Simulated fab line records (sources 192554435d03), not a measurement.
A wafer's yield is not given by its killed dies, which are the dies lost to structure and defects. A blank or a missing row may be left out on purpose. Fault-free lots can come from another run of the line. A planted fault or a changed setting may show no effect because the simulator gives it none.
fab line records	flow n5Finfet
[record] lots = 7	wafers = 21
route steps=1938 shown BEOL_M0_SAQP@643 BEOL_M0_CUTY@711 BEOL_M1@751 BEOL_M3@998
startH: the number of hours between the record's first day and the start of the first shown wafer of the lot	waitH: how many hours have passed since the lot's step before this one	" unchanged from the row above	L1.1+2: a row that stands for several wafers	- value missing, or start not given	* or withheld: withheld	< > ~ a bound
route shown NAME@n: a module of which the file shows steps, and the number in the route of the first	usual: average and standard deviation across the fault-free wafers	same: alike in all rows	chamber/n: place in a boat	sites: the reading at each site	_std_site: standard deviation of those values	_edge_site: inner sites' mean taken away from outer sites' mean	radiusMm: for every site, how far away it sits from the centre of the wafer	mask NAME#n: copy n	behind: the last tool/chamber to shape the wafer	hold: the reason the lot was held/the length of the hold in hours/how it ended	device: whichever transistor did not switch (one of n, p or np)	end of line: at the end of the route, the tests of the same wafers	a step with no rows: only its recipe	killed: dies that structure and defects cost at the first sort, which is not the same as the wafer's yield	map: dies across one wafer; x = killed, . = not, _ = none there
set.NAME: the setting that was run; set.NAME@STEP: the one run at that earlier step	model.NAME: the simulator's own value behind a step, which no gauge read
lots whose settings were changed on purpose; a table a step, a row a wafer
[[steps]]
[step N5_BEOL_M0_SAQP_COAT_08]
[recipe] resist = CAR-ArF	spinRpm = 1500	resistThkNm = 90
lot.wafer	tool	chamber	startH	waitH	set.spinRpm	model.CAR-ArF_of_BEOL_M0_SAQP_COAT_08.thkNm
L079.1+3	lithoTrack-04	0	-	-	1500	90.2
L079.5	"	0	"	"	1500	90.4
L082.1	lithoTrack-05	0	-	-	1622	86.4
L082.2+4	"	0	"	"	1500	90.2
L083.1+3+6	lithoTrack-04	0	-	-	1500	90.2
L089.3+5	lithoTrack-02	0	-	-	1500	89.8
L089.6	"	0	"	"	1385	93.6
L090.2	lithoTrack-04	0	-	-	1362	94.6
L090.3	"	0	"	"	1362	94.8
L090.4	"	0	"	"	1500	90.2
L094.2	lithoTrack-05	0	-	-	1500	90
L094.3	"	0	"	"	1500	90.2
L094.5	"	0	"	"	1500	90.4
L095.1+3	lithoTrack-02	0	-	-	1500	90.4
L095.4	"	0	"	"	1500	90.2
[step N5_BEOL_M0_SAQP_EBR_10]
[recipe] solvent = PGMEA	ebrWidthMm = 1.5
[step N5_BEOL_M0_SAQP_SOFTBAKE_09]
[recipe] tempC = 110	timeS = 60	resist = CAR-ArF
[step N5_BEOL_M0_SAQP_DESCUM_19]
[recipe] chemistry = O2	timeS = 7.9	sourcePowerW = 50	biasPowerW = 20	pressureMtorr = 20	rfFrequencyHz = 2.712e+07	tempC = 40	resist = CAR-ArF	o2FlowSccm = 225
[step N5_BEOL_M0_SAQP_ETCH_83]
[recipe] chemistry = CF4	target = SiARC	targetDepthA = 390	maskMaterial = CAR-ArF	timeS = 65	ionEnergyEv = 80	pressureMtorr = 40	sourceW = 545	biasW = 36	Ar_flow_sccm = 100	cf4FlowSccm = 100	ends = cleared
lot.wafer	tool	chamber	startH	waitH	set.spinRpm@BEOL_M0_SAQP_COAT_08	model.CAR-ArF_of_BEOL_M0_SAQP_COAT_08.thkNm
L079.1+3	rieDiel-02	2,3	135.93	0.0	1500	55.8
L079.5	"	3	"	"	1500	56
L082.1	rieDiel-02	2	160.57	0.0	1622	51.8
L082.2	"	0	"	"	1500	55.6
L082.4	"	3	"	"	1500	55.8
L083.1	rieDiel-01	0	170.27	0.0	1500	55.6
L083.3+6	"	2	"	"	1500	55.8
L089.3	rieDiel-01	2	198.54	0.0	1500	55.4
L089.5	"	0	"	"	1500	55.2
L089.6	"	1	"	"	1385	59.2
L090.2	rieDiel-01	2	206.41	0.0	1362	60
L090.3	"	3	"	"	1362	60.2
L090.4	"	0	"	"	1500	55.6
L094.2	rieDiel-02	1	225.21	0.0	1500	55.4
L094.3+5	"	0,2	"	"	1500	55.6
L095.1+4	rieDiel-01	2,0	238.78	0.0	1500	55.8
L095.3	"	1	"	"	1500	56
[step N5_BEOL_M0_SAQP_ETCH_84]
[recipe] chemistry = N2/H2	target = SOC	targetDepthA = 1000	overetchA = 200	maskMaterial = SiARC	tempC = 40	timeS = 150	ionEnergyEv = 200	pressureMtorr = 30	sourceW = 840	biasW = 150	n2FlowSccm = 200	h2FlowSccm = 200
[step N5_BEOL_M0_SAQP_STRIP_80]
[recipe] chemistry = N2/H2	tempC = 40	n2FlowSccm = 200	h2FlowSccm = 200	rfFrequencyHz = 6e+07
[step N5_BEOL_M0_SAQP_HM_OPEN_112]
[recipe] chemistry = CHF3/O2	target = SiO2	stopOn = a-Si	targetDepthA = 120	overEtchFrac = 1.25	maskMaterial = SOC	timeS = 13.5	pressureMtorr = 30	sourceW = 650	biasW = 170	Ar_flow_sccm = 200	CHF3_flow_sccm = 50	O2_flow_sccm = 5	ionEnergyEv = 200	ends = endPoint
[step N5_BEOL_M0_SAQP_STRIP_113]
[recipe] chemistry = CHF3/O2	resist = SiARC	rfFrequencyHz = 6e+07
[step N5_BEOL_M0_SAQP_MANDREL_ETCH_20]
[recipe] targetDepthA = 600	chemistry = HBr/Cl2	target = a-Si	stopOn = SiNx	btTimeS = 10	maskMaterial = SOC	overEtchFrac = 0.5	timeS = 30	pressureMtorr = 10	icpW = 800	biasW = 75	HBr_flow_sccm = 150	Cl2_flow_sccm = 80	ends = endPoint
lot.wafer	tool	chamber	startH	waitH	set.timeS@BEOL_M0_SAQP_PECVD_04	model.etch.depthNm
L079.1	rieSi-04	0	136.17	0.0	60.2	58.2
L079.3	"	3	"	"	57.25	55.21
L079.5	"	0	"	"	57.25	56.09
L082.1	rieSi-06	2	160.81	0.0	60.2	57.34
L082.2	"	3	"	"	60.2	58.75
L082.4	"	3	"	"	54.65	53.97
L083.1	rieSi-02	1	170.51	0.0	60.2	58.77
L083.3	"	0	"	"	60.2	58.97
L083.6	"	1	"	"	60.2	59.75
L089.3	rieSi-06	3	198.78	0.0	60.2	60.09
L089.5	"	2	"	"	60.2	60.23
L089.6	"	3	"	"	60.2	60.72
L090.2	rieSi-06	3	206.65	0.0	54.7	54.75
L090.3	"	2	"	"	54.7	53.8
L090.4	"	1	"	"	54.7	53.71
L094.2	rieSi-04	2	225.45	0.0	60.2	57.85
L094.3	"	3	"	"	60.2	58.13
L094.5	"	1	"	"	60.2	58.45
L095.1	rieSi-04	3	239.02	0.0	54.49	53.89
L095.3	"	0	"	"	54.49	54.29
L095.4	"	1	"	"	60.2	62.13
[step N5_BEOL_M0_SAQP_STRIP_86]
[recipe] chemistry = N2/H2	powerW = 500	tempC = 40	pressureMtorr = 50	rfFrequencyHz = 6e+07	overashFraction = 0.3	biasPowerW = 28	h2Frac = 0.5	n2FlowSccm = 300	h2FlowSccm = 300
[step N5_BEOL_M0_SAQP_STRIP_115]
[recipe] chemistry = postEtchResidueRemover	timeS = 60	tempC = 25	removerPh = withheld	removerWaterWtPct = withheld	removerFluorideWtPct = withheld
[step N5_BEOL_M0_SAQP_SRD_93]
[recipe] dry = ipaMarangoni	timeS = 30	tempC = 23	rinseLiquid = diw
[step N5_BEOL_M0_SAQP_RECESS_114]
[recipe] chemistry = HF/NH3	target = SiO2	targetDepthA = 144	afsCycles = 3	tempC = 30	sublimationTempC = 180	sublimationTimeS = 60
[step N5_BEOL_M0_SAQP_SPACER1_ALD_98]
[recipe] material = SiO2	targetThkA = 128	tempC = 300	aldPrecursorFamily = BDEAS	aldCoReactant = O2-plasma	pulseTimeS = 1	purgeTimeS = 2	coReactantPurgeTimeS = 2	aldCycles = 138	pressureTorr = 2
lot.wafer	tool	chamber	startH	waitH	set.timeS@BEOL_M0_SAQP_PECVD_04	model.a-Si_of_BEOL_M0_SAQP_PECVD_04.thkNm
L079.1	aldSin-02	2	136.91	0.3	60.2	58
L079.3	"	1	"	"	57.25	55
L079.5	"	3	"	"	57.25	56
L082.1	aldSin-02	1	161.57	0.4	60.2	57.2
L082.2	"	0	"	"	60.2	58.6
L082.4	"	2	"	"	54.65	53.8
L083.1	aldSin-01	1	171.30	0.4	60.2	58.6
L083.3	"	3	"	"	60.2	58.8
L083.6	"	0	"	"	60.2	59.6
L089.3+5	aldSin-01	1,3	199.99	0.7	60.2	60
L089.6	"	0	"	"	60.2	60.6
L090.2	aldSin-02	0	207.27	0.3	54.7	54.6
L090.3+4	"	1,2	"	"	54.7	53.6
L094.2	aldSin-04	3	226.43	0.3	60.2	57.6
L094.3	"	2	"	"	60.2	58
L094.5	"	2	"	"	60.2	58.2
L095.1	aldSin-02	1	240.12	0.7	54.49	53.8
L095.3	"	0	"	"	54.49	54.2
L095.4	"	2	"	"	60.2	62
[step N5_BEOL_M0_SAQP_SPACER2_ALD_26]
[recipe] material = SiO2	targetThkA = 150	tempC = 300	aldPrecursorFamily = BDEAS	aldCoReactant = O2-plasma	pulseTimeS = 1	purgeTimeS = 2	coReactantPurgeTimeS = 2	pressureTorr = 2
lot.wafer	tool	chamber	startH	waitH	set.targetThkA	model.SiO2_of_BEOL_M0_SAQP_SPACER2_ALD_26.thkNm
L079.1+3+5	aldSin-01	3,0,2	139.00	0.1	150	15
L082.1+2+4	aldSin-01	2,3,0	163.53	0.1	150	15
L083.1+3+6	aldSin-02	2,3,1	173.45	0.4	150	15
L089.3+5+6	aldSin-04	0,0,1	201.72	0.1	150	15
L090.2+4	aldSin-02	1,2	208.96	0.1	143.2	14.2
L090.3	"	0	"	"	150	15
L094.2	aldSin-01	3	228.68	0.1	150	15
L094.3	"	2	"	"	143.2	14.4
L094.5	"	0	"	"	143.2	14.2
L095.1+4	aldSin-04	0,3	241.85	0.1	150	15
L095.3	"	1	"	"	164.8	16.6
[step N5_BEOL_M0_SAQP_SPACER2_ETCHBACK_27]
[recipe] chemistry = CHF3/O2	mode = anisotropicEtchback	target = SiO2	targetDepthA = 225	timeS = 11.25	pressureMtorr = 30	sourceW = 650	biasW = 170	Ar_flow_sccm = 200	CHF3_flow_sccm = 50	O2_flow_sccm = 5	ionEnergyEv = 200
[step N5_BEOL_M0_SAQP_MANDREL2_REMOVE_110]
[recipe] chemistry = HBr/Cl2/O2	btTimeS = 10	target = a-Si	stopOn = SiCN	endpoint = OES-SiCl	overEtchFrac = 1	icpW = 600	biasW = 30	HBr_flow_sccm = 150	Cl2_flow_sccm = 80	O2_flow_sccm = 5	pressureMtorr = 10
lot.wafer	tool	chamber	startH	waitH	set.targetThkA@BEOL_M0_SAQP_SPACER2_ALD_26	model.BEOL_M0_SAQP.cdNm
L079.1+3+5	rieSi-02	3,2,2	139.79	0.1	150	15
L082.1	rieSi-02	0	164.17	0.1	150	14.6
L082.2+4	"	1,3	"	"	150	15
L083.1+6	rieSi-04	2,1	174.09	0.1	150	15
L083.3	"	3	"	"	150	15.2
L089.3+5+6	rieSi-06	3,2,3	202.61	0.1	150	15.2
L090.2+4	rieSi-02	3,1	209.60	0.1	143.2	14.2
L090.3	"	0	"	"	150	14.8
L094.2	rieSi-04	2	229.32	0.1	150	14.8
L094.3	"	3	"	"	143.2	14.4
L094.5	"	2	"	"	143.2	14.2
L095.1+4	rieSi-06	1,0	242.48	0.1	150	14.8
L095.3	"	3	"	"	164.8	16.8
[step N5_BEOL_M0_SAQP_CD_MEAS_29]
[recipe] targetCdNm = 14.4	landingEnergyEv = 1000	detector = seInlens
[usual] cdNm = 14.95/0.22
lot.wafer	tool	chamber	startH	waitH	set.targetThkA@BEOL_M0_SAQP_SPACER2_ALD_26	cdNm
L079.1	cdSem-03	0	139.90	0.1	150	14.93
L079.3	"	0	"	"	150	15.12
L079.5	"	0	"	"	150	15.09
L082.1	cdSem-02	0	164.28	0.1	150	14.78
L082.2	"	0	"	"	150	15.18
L082.4	"	0	"	"	150	15.19
L083.1	cdSem-03	0	174.20	0.1	150	14.89
L083.3	"	0	"	"	150	15.14
L083.6	"	0	"	"	150	15.28
L089.3	cdSem-01	0	202.73	0.1	150	14.99
L089.5	"	0	"	"	150	14.91
L089.6	"	0	"	"	150	15.11
L090.2	cdSem-02	0	209.71	0.1	143.2	14.64
L090.3	"	0	"	"	150	15.19
L090.4	"	0	"	"	143.2	14.01
L094.2	cdSem-03	0	229.43	0.1	150	15.07
L094.3	"	0	"	"	143.2	14.43
L094.5	"	0	"	"	143.2	14.15
L095.1	cdSem-01	0	242.59	0.1	150	14.91
L095.3	"	0	"	"	164.8	16.59
L095.4	"	0	"	"	150	14.91
[step N5_BEOL_M0_SAQP_COAT_87]
[recipe] resist = underlayer	tempC = 205	timeS = 60	spinRpm = 1500	resistThkNm = 5
lot.wafer	tool	chamber	startH	waitH	set.tempC
L079.1+3	lithoTrack-02	0	-	-	205
L079.5	"	0	"	"	211.3
L082.1+4	lithoTrack-05	0	-	-	199
L082.2	"	0	"	"	205
L083.1+3+6	lithoTrack-04	0	-	-	205
L089.3+5	lithoTrack-05	0	-	-	205
L089.6	"	0	"	"	196.1
L090.2	lithoTrack-05	0	-	-	201
L090.3+4	"	0	"	"	205
L094.2+5	lithoTrack-05	0	-	-	200.6
L094.3	"	0	"	"	205
L095.1+4	lithoTrack-05	0	-	-	205
L095.3	"	0	"	"	207.7
[step N5_BEOL_M0_SAQP_COAT_34]
[recipe] resist = CAR-EUV	spinRpm = 1500	resistThkNm = 30
[step N5_BEOL_M0_SAQP_EBR_36]
[recipe] solvent = PGMEA	ebrWidthMm = 1.5
[step N5_BEOL_M0_CUTY_DESCUM_61]
[recipe] chemistry = O2	timeS = 7.9	sourcePowerW = 50	biasPowerW = 20	pressureMtorr = 20	rfFrequencyHz = 2.712e+07	tempC = 40	resist = CAR-ArF-block	o2FlowSccm = 225
[step N5_BEOL_M0_CUTY_ETCH_62]
[recipe] chemistry = CF4	target = SiARC	maskMaterial = CAR-ArF-block	timeS = 58.5	ionEnergyEv = 80	pressureMtorr = 40	sourceW = 545	biasW = 36	Ar_flow_sccm = 100	cf4FlowSccm = 100	ends = cleared
[step N5_BEOL_M0_CUTY_ETCH_63]
[recipe] chemistry = N2/H2	target = SOC	targetDepthA = 827	overetchA = 165	maskMaterial = SiARC	tempC = 40	ionEnergyEv = 200	timeS = 124	pressureMtorr = 30	sourceW = 840	biasW = 150	n2FlowSccm = 200	h2FlowSccm = 200
lot.wafer	tool	chamber	startH	waitH	set.targetThkA@BEOL_M0_SAQP_SPACER2_ALD_26	model.SiO2_of_BEOL_M0_SAQP_SPACER2_ALD_26.thkNm
L079.1	rieDiel-03	2	141.91	0.0	150	7
L079.3+5	"	3	"	"	150	7.2
L082.1	rieDiel-06	0	166.31	0.0	150	7
L082.2	"	1	"	"	150	7.4
L082.4	"	2	"	"	150	7.2
L083.1+3+6	rieDiel-05	1,0,0	176.33	0.0	150	7.2
L089.3	rieDiel-06	1	205.10	0.0	150	7.4
L089.5	"	0	"	"	150	7
L089.6	"	3	"	"	150	7.2
L090.2+4	rieDiel-03	2	211.73	0.0	143.2	6.2
L090.3	"	0	"	"	150	7.2
L094.2	rieDiel-05	0	231.81	0.0	150	7
L094.3	"	3	"	"	143.2	6.8
L094.5	"	0	"	"	143.2	6.4
L095.1	rieDiel-06	0	244.92	0.0	150	7
L095.3	"	2	"	"	164.8	8.6
L095.4	"	2	"	"	150	7.2
[step N5_BEOL_M1_ILD_DEP_00]
[recipe] material = SiOC	targetThkA = 790	tempC = 350	precursor = DEMS/O2	pressureTorr = 5	rfW = 500	timeS = 15.3
lot.wafer	tool	chamber	startH	waitH	set.timeS	model.SiOC_of_BEOL_M1_ILD_DEP_00.thkNm
L079.1	pecvd-02	0	149.09	0.0	15.3	79.2
L079.3	"	1	"	"	15.3	78.6
L079.5	"	0	"	"	15.3	80.6
L082.1	pecvd-01	1	173.58	0.0	15.3	79.6
L082.2	"	2	"	"	15.3	79.8
L082.4	"	0	"	"	15.3	80.8
L083.1	pecvd-03	1	181.86	0.0	15.3	79.4
L083.3	"	0	"	"	15.3	79.6
L083.6	"	2	"	"	15.3	78.6
L089.3	pecvd-01	0	212.25	0.0	15.3	79.8
L089.5	"	1	"	"	13.28	70.8
L089.6	"	0	"	"	15.3	81.6
L090.2	pecvd-01	2	218.89	0.0	16.82	85
L090.3	"	0	"	"	15.3	80.2
L090.4	"	0	"	"	15.3	81.2
L094.2	pecvd-02	0	239.30	0.0	17.05	87
L094.3	"	2	"	"	17.05	88
L094.5	"	1	"	"	17.05	87.4
L095.1+3	pecvd-03	0,1	251.35	0.0	15.3	79.2
L095.4	"	0	"	"	15.3	79.6
[step N5_BEOL_M1_THK_MEAS_01]
[recipe] reads = SiOC_of_BEOL_M1_ILD_DEP_00
[usual] M1_ILD_THK = 79.5/1.3
lot.wafer	tool	chamber	startH	waitH	set.timeS@BEOL_M1_ILD_DEP_00	M1_ILD_THK[nm]
L079.1	filmMetro-02	-	149.15	0.0	15.3	79.1
L079.3	"	-	"	"	15.3	78.6
L079.5	"	-	"	"	15.3	80.5
L082.1	filmMetro-01	-	173.65	0.0	15.3	79.5
L082.2	"	-	"	"	15.3	79.8
L082.4	"	-	"	"	15.3	80.8
L083.1	filmMetro-01	-	181.93	0.0	15.3	79.4
L083.3	"	-	"	"	15.3	79.7
L083.6	"	-	"	"	15.3	78.5
L089.3	filmMetro-01	-	212.32	0.1	15.3	79.7
L089.5	"	-	"	"	13.28	70.8
L089.6	"	-	"	"	15.3	81.7
L090.2	filmMetro-02	-	218.96	0.1	16.82	85.0
L090.3	"	-	"	"	15.3	80.3
L090.4	"	-	"	"	15.3	81.3
L094.2	filmMetro-02	-	239.36	0.1	17.05	86.9
L094.3	"	-	"	"	17.05	88.1
L094.5	"	-	"	"	17.05	87.4
L095.1	filmMetro-02	-	251.43	0.1	15.3	79.1
L095.3	"	-	"	"	15.3	79.2
L095.4	"	-	"	"	15.3	79.7
[step N5_BEOL_M1_ETCH_74]
[recipe] chemistry = N2/H2	target = underlayer	targetDepthA = 65	maskMaterial = CAR-EUV	timeS = 5.2	ionEnergyEv = 200	pressureMtorr = 30	sourceW = 840	biasW = 150	n2FlowSccm = 200	h2FlowSccm = 200	ends = cleared
[usual] rfVppV = 523.9/2.4
lot.wafer	tool	chamber	startH	waitH	set.biasW	rfVppV
L079.1	rieDiel-04	3	150.13	0.0	150	521.5
L079.3	"	2	"	"	150	520.7
L079.5	"	0	"	"	160.4	549.5
L082.1	rieDiel-01	0	174.89	0.0	170.7	565.7
L082.2	"	2	"	"	150	520.4
L082.4	"	1	"	"	150	524.2
L083.1	rieDiel-01	3	182.91	0.0	150	520.8
L083.3	"	1	"	"	150	525.4
L083.6	"	0	"	"	150	521.9
L089.3	rieDiel-02	0	214.26	0.0	164.2	558.3
L089.5	"	0	"	"	150	525.7
L089.6	"	1	"	"	164.2	552.1
L090.2	rieDiel-04	3	221.05	0.0	125.2	465.2
L090.3	"	1	"	"	150	527.9
L090.4	"	2	"	"	125.2	463.7
L094.2	rieDiel-02	3	241.80	0.0	140.7	502.3
L094.3	"	2	"	"	150	528.4
L094.5	"	1	"	"	140.7	502.8
L095.1	rieDiel-04	3	254.47	0.0	150	523.0
L095.3	"	2	"	"	150	522.5
L095.4	"	0	"	"	150	526.4
[step N5_BEOL_M1_ETCH_64]
[recipe] chemistry = N2/H2	target = SOC	targetDepthA = 750	overetchA = 150	maskMaterial = SiARC	tempC = 40	timeS = 112.5	ionEnergyEv = 200	pressureMtorr = 30	sourceW = 840	biasW = 150	n2FlowSccm = 200	h2FlowSccm = 200
[usual] rfVppV = 524.0/2.4
lot.wafer	tool	chamber	startH	waitH	set.sourceW	rfVppV
L079.1	rieDiel-04	3	150.18	0.0	742.4	543.5
L079.3	"	2	"	"	840	521.6
L079.5	"	0	"	"	742.4	549.9
L082.1	rieDiel-01	0	174.93	0.0	899.2	510.8
L082.2	"	2	"	"	840	520.7
L082.4	"	1	"	"	840	525.5
L083.1	rieDiel-01	3	182.96	0.0	840	524.0
L083.3	"	1	"	"	840	525.0
L083.6	"	0	"	"	840	522.2
L089.3	rieDiel-02	0	214.31	0.0	977.6	500.5
L089.5	"	0	"	"	977.6	499.8
L089.6	"	1	"	"	977.6	496.9
L090.2	rieDiel-04	3	221.10	0.0	840	519.7
L090.3	"	1	"	"	840	526.1
L090.4	"	2	"	"	840	522.5
L094.2	rieDiel-02	3	241.85	0.0	981.3	498.1
L094.3	"	2	"	"	981.3	503.5
L094.5	"	1	"	"	840	522.6
L095.1	rieDiel-04	3	254.51	0.0	840	520.1
L095.3	"	2	"	"	840	517.8
L095.4	"	0	"	"	840	527.2
[step N5_BEOL_M3_SPUTTER_81]
[recipe] material = Cu	targetThkA = 45	tempC = -20	chamberPressurePa = 0.07	powerW = withheld	timeS = 8.29
lot.wafer	tool	chamber	startH	waitH	set.timeS	model.Cu_of_BEOL_M3_SPUTTER_81.thkNm
L079.1+3+5	pvdSputter-02	-	179.96	0.1	8.29	4.8
L082.1	pvdSputter-02	-	200.28	0.1	8.29	4.2
L082.2+4	"	-	"	"	8.29	4.6
L083.1	pvdSputter-03	-	212.45	0.1	8.29	4.2
L083.3	"	-	"	"	8.29	4.6
L083.6	"	-	"	"	8.29	4.4
L089.3	pvdSputter-01	-	246.31	0.1	8.29	4.8
L089.5	"	-	"	"	7.451	4.2
L089.6	"	-	"	"	8.29	4.6
L090.2	pvdSputter-02	-	255.15	0.1	8.29	4.8
L090.3	"	-	"	"	7.075	4
L090.4	"	-	"	"	7.075	4.2
L094.2	pvdSputter-03	-	271.82	0.1	9.278	-
L094.3	"	-	"	"	8.29	4.4
L094.5	"	-	"	"	9.278	5.2
L095.1	pvdSputter-03	-	284.73	0.1	8.29	4.8
L095.3	"	-	"	"	8.29	4.6
L095.4	"	-	"	"	7.084	4
[step N5_BEOL_M3_SPUTTER_92]
[recipe] material = Cu	targetThkA = 45	tempC = -20	chamberPressurePa = 0.07	powerW = withheld	timeS = 8.29
lot.wafer	tool	chamber	startH	waitH	set.timeS	model.Cu_of_BEOL_M3_SPUTTER_92.thkNm
L079.1+3+5	pvdSputter-02	-	180.84	0.1	8.29	4.6
L082.1	pvdSputter-02	-	201.16	0.1	8.29	4.4
L082.2	"	-	"	"	9.034	5
L082.4	"	-	"	"	8.29	4.6
L083.1	pvdSputter-03	-	213.33	0.1	8.29	4.6
L083.3+6	"	-	"	"	8.29	4.4
L089.3+5	pvdSputter-01	-	247.19	0.1	7.178	-
L089.6	"	-	"	"	8.29	4.6
L090.2	pvdSputter-02	-	256.03	0.1	8.29	4.8
L090.3+4	"	-	"	"	8.29	-
L094.2	pvdSputter-03	-	272.70	0.1	8.29	-
L094.3	"	-	"	"	8.29	4.8
L094.5	"	-	"	"	8.785	5
L095.1	pvdSputter-03	-	285.61	0.1	8.98	5
L095.3	"	-	"	"	8.29	4.8
L095.4	"	-	"	"	8.98	5.2
[[key]]
[split] step = N5_BEOL_M0_SAQP_COAT_08	setting = spinRpm	stated = 1500	by = wafer
[response] step = N5_BEOL_M0_SAQP_COAT_08	reading = model.CAR-ArF_of_BEOL_M0_SAQP_COAT_08.thkNm	change = -0.484	per = 1%	r = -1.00
[response] step = N5_BEOL_M0_SAQP_ETCH_83	reading = model.CAR-ArF_of_BEOL_M0_SAQP_COAT_08.thkNm	change = -0.492	per = 1%	r = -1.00
[split] step = N5_BEOL_M0_SAQP_SPACER2_ALD_26	setting = targetThkA	stated = 150	by = wafer
[response] step = N5_BEOL_M0_SAQP_SPACER2_ALD_26	reading = model.SiO2_of_BEOL_M0_SAQP_SPACER2_ALD_26.thkNm	change = +0.163	per = 1%	r = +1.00
[response] step = N5_BEOL_M0_SAQP_MANDREL2_REMOVE_110	reading = model.BEOL_M0_SAQP.cdNm	change = +0.179	per = 1%	r = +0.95
[response] step = N5_BEOL_M0_SAQP_CD_MEAS_29	reading = cdNm	change = +0.173	per = 1%	r = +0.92
[response] step = N5_BEOL_M0_CUTY_ETCH_63	reading = model.SiO2_of_BEOL_M0_SAQP_SPACER2_ALD_26.thkNm	change = +0.153	per = 1%	r = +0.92
[split] step = N5_BEOL_M0_SAQP_COAT_87	setting = tempC	stated = 205	by = wafer
response none clear
[split] step = N5_BEOL_M1_ILD_DEP_00	setting = timeS	stated = 15.3	by = wafer
[response] step = N5_BEOL_M1_ILD_DEP_00	reading = model.SiOC_of_BEOL_M1_ILD_DEP_00.thkNm	change = +0.635	per = 1%	r = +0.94
[response] step = N5_BEOL_M1_THK_MEAS_01	reading = M1_ILD_THK	change = +0.635	per = 1%	r = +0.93
[split] step = N5_BEOL_M1_ETCH_74	setting = biasW	stated = 150	by = wafer
[response] step = N5_BEOL_M1_ETCH_74	reading = rfVppV	change = +3.57	per = 1%	r = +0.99
[split] step = N5_BEOL_M1_ETCH_64	setting = sourceW	stated = 840	by = wafer
[response] step = N5_BEOL_M1_ETCH_64	reading = rfVppV	change = -1.6	per = 1%	r = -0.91
[split] step = N5_BEOL_M3_SPUTTER_81	setting = timeS	stated = 8.29	by = wafer
[response] step = N5_BEOL_M3_SPUTTER_81	reading = model.Cu_of_BEOL_M3_SPUTTER_81.thkNm	change = +0.0514	per = 1%	r = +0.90
[split] step = N5_BEOL_M3_SPUTTER_92	setting = timeS	stated = 8.29	by = wafer
[response] step = N5_BEOL_M3_SPUTTER_92	reading = model.Cu_of_BEOL_M3_SPUTTER_92.thkNm	change = +0.0446	per = 1%	r = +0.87
split outsideThisFile step=N5_BEOL_M0_SAQP_PECVD_04 setting=timeS
// split outsideThisFile: this setting was split too, and the file shows its column; the key of that split is in another file
